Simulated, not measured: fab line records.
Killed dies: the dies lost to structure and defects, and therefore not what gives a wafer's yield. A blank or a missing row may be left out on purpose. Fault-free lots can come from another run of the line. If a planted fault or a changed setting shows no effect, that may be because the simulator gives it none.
Matching of chambers || flow n5-finfet || N5_BEOL_M11_STRIP_19 on rie-diel-05: 4 sister chambers
The step strips in O2. 8 wafers are shown with their chamber, then 7 later ones without.

## WAFERS WITH THEIR CHAMBER
{"wafer": "L596.4", "chamber": 0, "showerhead-plenum-p-Torr (Torr)": 2.08, "throttle-valve-pct (%)": 16.99}
{"wafer": "L599.1", "chamber": 0, "showerhead-plenum-p-Torr (Torr)": 2.08, "throttle-valve-pct (%)": 17.00}
{"wafer": "L600.2", "chamber": 1, "showerhead-plenum-p-Torr (Torr)": 2.02, "throttle-valve-pct (%)": 16.33}
{"wafer": "L600.4", "chamber": 2, "showerhead-plenum-p-Torr (Torr)": 2.11, "throttle-valve-pct (%)": 16.78}
{"wafer": "L604.4", "chamber": 3, "showerhead-plenum-p-Torr (Torr)": 2.15, "throttle-valve-pct (%)": 17.00}
{"wafer": "L604.6", "chamber": 1, "showerhead-plenum-p-Torr (Torr)": 2.02, "throttle-valve-pct (%)": 16.37}
{"wafer": "L611.1", "chamber": 3, "showerhead-plenum-p-Torr (Torr)": 2.14, "throttle-valve-pct (%)": 17.04}
{"wafer": "L611.2", "chamber": 2, "showerhead-plenum-p-Torr (Torr)": 2.10, "throttle-valve-pct (%)": 16.80}

## WAFERS WITH NO CHAMBER GIVEN
{"wafer": "L611.5", "showerhead-plenum-p-Torr (Torr)": 2.10, "throttle-valve-pct (%)": 16.82}
{"wafer": "L613.1", "showerhead-plenum-p-Torr (Torr)": 2.01, "throttle-valve-pct (%)": 16.39}
{"wafer": "L613.2", "showerhead-plenum-p-Torr (Torr)": 2.10, "throttle-valve-pct (%)": 16.81}
{"wafer": "L613.3", "showerhead-plenum-p-Torr (Torr)": 2.07, "throttle-valve-pct (%)": 17.06}
{"wafer": "L612.1", "showerhead-plenum-p-Torr (Torr)": 2.10, "throttle-valve-pct (%)": 16.83}
{"wafer": "L612.2", "showerhead-plenum-p-Torr (Torr)": 2.01, "throttle-valve-pct (%)": 16.39}
{"wafer": "L612.3", "showerhead-plenum-p-Torr (Torr)": 2.07, "throttle-valve-pct (%)": 17.05}

## WHICH CHAMBER EACH WENT THROUGH
{"wafer": "L611.5", "from the rows above": 2, "in truth": 2}
{"wafer": "L613.1", "from the rows above": 1, "in truth": 1}
{"wafer": "L613.2", "from the rows above": 2, "in truth": 2}
{"wafer": "L613.3", "from the rows above": 0, "in truth": 0}
{"wafer": "L612.1", "from the rows above": 2, "in truth": 2}
{"wafer": "L612.2", "from the rows above": 1, "in truth": 1}
{"wafer": "L612.3", "from the rows above": 0, "in truth": 0}
Placed correctly: 7 of 7. Not placeable from these rows: 0. Wrongly placed: 0.
How it was worked out, from the rows above alone: a wafer's distance from a chamber is the root of the sum, over the readings, of the square of ((its reading less the chamber's mean) divided by the reading's scatter). The wafer belongs to the nearest chamber; if the next one is less than 2 further off, it can't be placed. The mean given for a chamber averages the wafers shown for that chamber. The scatter: take each reading less its chamber's mean, square it, sum over the shown wafers, divide by the number of wafers less the number of chambers, and take the root.
